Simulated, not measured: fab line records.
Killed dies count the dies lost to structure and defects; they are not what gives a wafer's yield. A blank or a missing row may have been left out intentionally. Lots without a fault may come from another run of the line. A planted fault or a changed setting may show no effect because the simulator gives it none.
Comparing a struck lot with a sound one / flow n5_finfet / 16 out of 1938 route steps
Sound: wafers L350.1, L350.4, L350.5. Struck: wafers L352.1, L352.3, L352.4. The cause is given at the end.
For every step that has rows: the tool of each side, followed by ch and its chambers, followed by its first start. Under that, the readings that differ: sound wafers / struck wafers / difference of the means / sigmas: that difference in standard deviations of wafers without a fault.
alike: readings whose means differ by less than 2 such deviations, and words and numbers that are the same on both sides. not compared: withheld readings, readings that some wafer has no value for, bounds like >300 that may hide the same value, and numbers for which the record gives no deviation and whose values overlap.
A row with sigmas, a row that says differs or no value, or rows on one side alone: a step with any of these is where the two part. Numbers that don't overlap but have no deviation are shown without sigmas and don't part them. Lack of a reading on every wafer of one side parts them only where that side has two or more wafers.

first, 2 steps without rows for these wafers: N5_HKMG_FIN_COAT_85 (time 60 s, resist thk 300 nm); N5_HKMG_FIN_ETCH_86 (etches SOC in N2/H2, stops on TiN, target depth 393.2 nm).
N5_HKMG_FIN_STRIP_89: strips SOC in N2/H2, time 20 s.
  sound on rie_diel-05 ch 1,3, day 4 17:43; struck on rie_diel-01 ch 0,1,3, day 4 23:44
  alike: bias_power_w, chamber_pressure_mTorr, drypump_motor_current_A, n2_flow_sccm, oes_product_au, rf_vpp_V, showerhead_plenum_p_Torr, throttle_valve_pct
  not compared: rf_hours_counter_h
then, 1 step without rows for these wafers: N5_HKMG_FIN_WET_ETCH_87 (etches TiN in SC1, time 154.2 s, target depth 4.7 nm, rinse time 30 s).
N5_HKMG_FIN_STRIP_88: strips in N2/H2, time 360 s.
  sound on plasma_asher-01 ch 0,1, day 4 17:54; struck on plasma_asher-01 ch 0,1, day 4 23:56
  alike: drypump_motor_current_A, h2_flow_sccm, heater_power_w, n2_flow_sccm
  not compared: rf_hours_counter_h
N5_HKMG_FIN_NWFM_ALD_20: deposits TiAlC, target thk 2 nm, pulse time 3 s, purge time 2 s.
  sound on ald_metal-02 ch 0,1,2, day 4 18:17; struck on ald_metal-02 ch 1,2,3, day 5 00:19
  alike: heater_power_w, precursor_pulse_height_rel
N5_HKMG_FIN_ALD_71: deposits TiN, target thk 1 nm, pulse time 1 s, purge time 3 s.
  sound on ald_metal-02 ch 0,1,2, day 4 18:23; struck on ald_metal-02 ch 1,2,3, day 5 00:25
  alike: heater_power_w, precursor_pulse_height_rel
then, 5 steps without rows for these wafers: N5_HKMG_FIN_COAT_66 (time 60 s, resist thk 300 nm); N5_HKMG_FIN_ETCH_67 (etches SOC in N2/H2, stops on TiN, target depth 388.9 nm); N5_HKMG_FIN_STRIP_90 (strips SOC in N2/H2, time 20 s); N5_HKMG_FIN_WET_ETCH_73 (etches the open film in SC1, time 42.3 s, target depth 1.3 nm, rinse time 30 s); N5_HKMG_FIN_ETCHBACK_68 (etches the open film in Cl2/Ar, stops on HfO2, target depth 0.5 nm).
N5_HKMG_FIN_STRIP_69: strips in N2/H2, time 360 s.
  sound on plasma_asher-01 ch 0,1, day 4 19:05; struck on plasma_asher-02 ch 0,1, day 5 01:08
  no value came back on the struck wafers for any of 5 readings (drypump_motor_current_A (A), h2_flow_sccm (sccm) and others); on the sound wafers drypump_motor_current_A (A) reads 5.73 5.67 5.73
  not compared: rf_hours_counter_h
N5_HKMG_FIN_ALD_21: deposits TiN, target thk 1.5 nm, pulse time 1 s, purge time 3 s.
  sound on ald_metal-02 ch 1,2,3, day 4 19:28; struck on ald_metal-01 ch 0,2,3, day 5 01:31
  alike: heater_power_w, precursor_pulse_height_rel
N5_BEOL_M4_RC_MEAS_101:
  the record has rows for the sound wafers here (prober-01 ch 0, day 9 06:11) and none for the struck ones
-- record jumps: 8 days separate the struck wafers' starts on either side; left off in module BEOL_M4, taken up again in module PASSIVATION, whose first shown step is the route's number 1936 --
N5_PASSIVATION_PROBE_49:
  rows exist in the record for the struck wafers here (prober-02, day 13 11:44), but not for the sound ones

## WHERE THEY PART
Earliest at N5_HKMG_FIN_STRIP_69; latest, in this record, at N5_PASSIVATION_PROBE_49.

WHY: whatever the simulator had introduced
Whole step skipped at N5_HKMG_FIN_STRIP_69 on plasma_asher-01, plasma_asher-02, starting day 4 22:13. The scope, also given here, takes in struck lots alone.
